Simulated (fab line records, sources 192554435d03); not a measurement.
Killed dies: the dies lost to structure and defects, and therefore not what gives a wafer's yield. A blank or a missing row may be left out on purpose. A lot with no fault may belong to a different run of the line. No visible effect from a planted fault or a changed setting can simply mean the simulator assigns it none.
Lot-split experiment / flow n5 finfet / 7 lots, 21 wafers read, on a route of 1938 steps

## THE SPLIT ITSELF
At N5_BEOL_M6_VIA_ETCH_34 (etches SiCOH lowk in C4F6/O2, target depth 126.3 nm, time 50.9 s), the setting time s was moved away from the recipe's 50.9 s on 4 of the 21 wafers read, by -19.2% to -5.7%. The other wafers ran this setting at the recipe's value.

Reading taken at the split's own step.

## THE READING
SOC_of_BEOL_M6_COAT_63.thk nm (the simulator's own value, which no gauge read), in nm, at N5_BEOL_M6_VIA_ETCH_34 (etches SiCOH lowk in C4F6/O2, target depth 126.3 nm, time 50.9 s). The file gives no usual value for it. Across the 17 wafers here that went through the recipe, the average is 53.8 nm and the standard deviation 0.29 nm.

wafer=L075.1; tool, chamber at the split=rie diel-05, 3; time s as run, s=50.9; against the recipe=recipe; SOC_of_BEOL_M6_COAT_63.thk nm, nm=53.4; against lot-mates on the recipe=-
wafer=L075.2; tool, chamber at the split=rie diel-05, 1; time s as run, s=50.9; against the recipe=recipe; SOC_of_BEOL_M6_COAT_63.thk nm, nm=53.8; against lot-mates on the recipe=-
wafer=L075.5; tool, chamber at the split=rie diel-05, 3; time s as run, s=50.9; against the recipe=recipe; SOC_of_BEOL_M6_COAT_63.thk nm, nm=53.2; against lot-mates on the recipe=-
wafer=L082.1; tool, chamber at the split=rie diel-05, 2; time s as run, s=50.9; against the recipe=recipe; SOC_of_BEOL_M6_COAT_63.thk nm, nm=53.6; against lot-mates on the recipe=-
wafer=L082.3; tool, chamber at the split=rie diel-05, 1; time s as run, s=50.9; against the recipe=recipe; SOC_of_BEOL_M6_COAT_63.thk nm, nm=53.6; against lot-mates on the recipe=-
wafer=L082.4; tool, chamber at the split=rie diel-05, 0; time s as run, s=42.96; against the recipe=-15.6%; SOC_of_BEOL_M6_COAT_63.thk nm, nm=55; against lot-mates on the recipe=+1.4
wafer=L080.1; tool, chamber at the split=rie diel-03, 3; time s as run, s=50.9; against the recipe=recipe; SOC_of_BEOL_M6_COAT_63.thk nm, nm=54; against lot-mates on the recipe=-
wafer=L080.5; tool, chamber at the split=rie diel-03, 2; time s as run, s=50.9; against the recipe=recipe; SOC_of_BEOL_M6_COAT_63.thk nm, nm=53.8; against lot-mates on the recipe=-
wafer=L080.6; tool, chamber at the split=rie diel-03, 3; time s as run, s=50.9; against the recipe=recipe; SOC_of_BEOL_M6_COAT_63.thk nm, nm=54; against lot-mates on the recipe=-
wafer=L085.1; tool, chamber at the split=rie diel-05, 1; time s as run, s=50.9; against the recipe=recipe; SOC_of_BEOL_M6_COAT_63.thk nm, nm=54.2; against lot-mates on the recipe=-
wafer=L085.5; tool, chamber at the split=rie diel-05, 1; time s as run, s=50.9; against the recipe=recipe; SOC_of_BEOL_M6_COAT_63.thk nm, nm=54; against lot-mates on the recipe=-
wafer=L085.6; tool, chamber at the split=rie diel-05, 2; time s as run, s=41.11; against the recipe=-19.2%; SOC_of_BEOL_M6_COAT_63.thk nm, nm=55.4; against lot-mates on the recipe=+1.3
wafer=L084.1; tool, chamber at the split=rie diel-05, 3; time s as run, s=50.9; against the recipe=recipe; SOC_of_BEOL_M6_COAT_63.thk nm, nm=53.4; against lot-mates on the recipe=-
wafer=L084.2; tool, chamber at the split=rie diel-05, 1; time s as run, s=50.9; against the recipe=recipe; SOC_of_BEOL_M6_COAT_63.thk nm, nm=54; against lot-mates on the recipe=-
wafer=L084.4; tool, chamber at the split=rie diel-05, 0; time s as run, s=50.9; against the recipe=recipe; SOC_of_BEOL_M6_COAT_63.thk nm, nm=54; against lot-mates on the recipe=-
wafer=L089.3; tool, chamber at the split=rie diel-03, 1; time s as run, s=50.9; against the recipe=recipe; SOC_of_BEOL_M6_COAT_63.thk nm, nm=54; against lot-mates on the recipe=-
wafer=L089.4; tool, chamber at the split=rie diel-03, 2; time s as run, s=50.9; against the recipe=recipe; SOC_of_BEOL_M6_COAT_63.thk nm, nm=54.2; against lot-mates on the recipe=-
wafer=L089.6; tool, chamber at the split=rie diel-03, 0; time s as run, s=50.9; against the recipe=recipe; SOC_of_BEOL_M6_COAT_63.thk nm, nm=53.8; against lot-mates on the recipe=-
wafer=L094.1; tool, chamber at the split=rie diel-04, 0; time s as run, s=47.99; against the recipe=-5.7%; SOC_of_BEOL_M6_COAT_63.thk nm, nm=54.4; against lot-mates on the recipe=+0.2
wafer=L094.4; tool, chamber at the split=rie diel-04, 2; time s as run, s=47.99; against the recipe=-5.7%; SOC_of_BEOL_M6_COAT_63.thk nm, nm=54.6; against lot-mates on the recipe=+0.4
wafer=L094.6; tool, chamber at the split=rie diel-04, 2; time s as run, s=50.9; against the recipe=recipe; SOC_of_BEOL_M6_COAT_63.thk nm, nm=54.2; against lot-mates on the recipe=-

FIT RESULTS
A straight line over all 21 wafers: SOC_of_BEOL_M6_COAT_63.thk nm changes by -0.0814 nm for each +1% of time s; r = -0.84; the points scatter about the line by 0.29 nm.
The same after taking each lot's own level away (the mean of its wafers on the recipe; 21 wafers): -0.0746 nm for each +1%; r = -0.91; scatter 0.19 nm.
On that fit, the largest move of time s shifts the reading by 1.4 nm.
The span of the lots' own levels, 53.47 to 54.20 nm, comes to 2.5 times the standard deviation stated above.
So the lot-to-lot level changes the slope little: the two slopes agree.
Check: +1.58 nm against its lot-mates is what the line predicts for one of the wafers moved furthest among these (-19.2%) when that wafer is left out of the fit. It came out at +1.3 nm against them.

## OTHER SPLITS APPLIED TO THESE WAFERS
Note: prior to the reading, these wafers also went through further splits. Each is held against what the fit with the lots' levels taken away leaves over:
other split on the same wafers=N5_BEOL_M6_COAT_60 spin rpm; wafers away from the commonest value=10; r with SOC_of_BEOL_M6_COAT_63.thk nm (lot level and that fit taken away)=+0.19
other split on the same wafers=N5_BEOL_M6_ETCH_62 time s; wafers away from the commonest value=9; r with SOC_of_BEOL_M6_COAT_63.thk nm (lot level and that fit taken away)=-0.12

## THE WHOLE CHAIN: every reading that the file lists as answering this split, in the file's order
step=N5_BEOL_M6_VIA_ETCH_34; what it does=etches SiCOH lowk in C4F6/O2, target depth 126.3 nm, time 50.9 s; reading=etch.depth nm (the simulator's own value, which no gauge read); change (the file's fit)=+1.36 nm for each +1% of the setting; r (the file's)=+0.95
step=N5_BEOL_M6_VIA_ETCH_34; what it does=etches SiCOH lowk in C4F6/O2, target depth 126.3 nm, time 50.9 s; reading=SOC_of_BEOL_M6_COAT_63.thk nm (the simulator's own value, which no gauge read); change (the file's fit)=-0.0752 nm for each +1% of the setting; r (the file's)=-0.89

## THE FILE'S OWN FIT
SOC_of_BEOL_M6_COAT_63.thk nm changes by -0.0752 nm for each +1% of time s, r = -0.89.
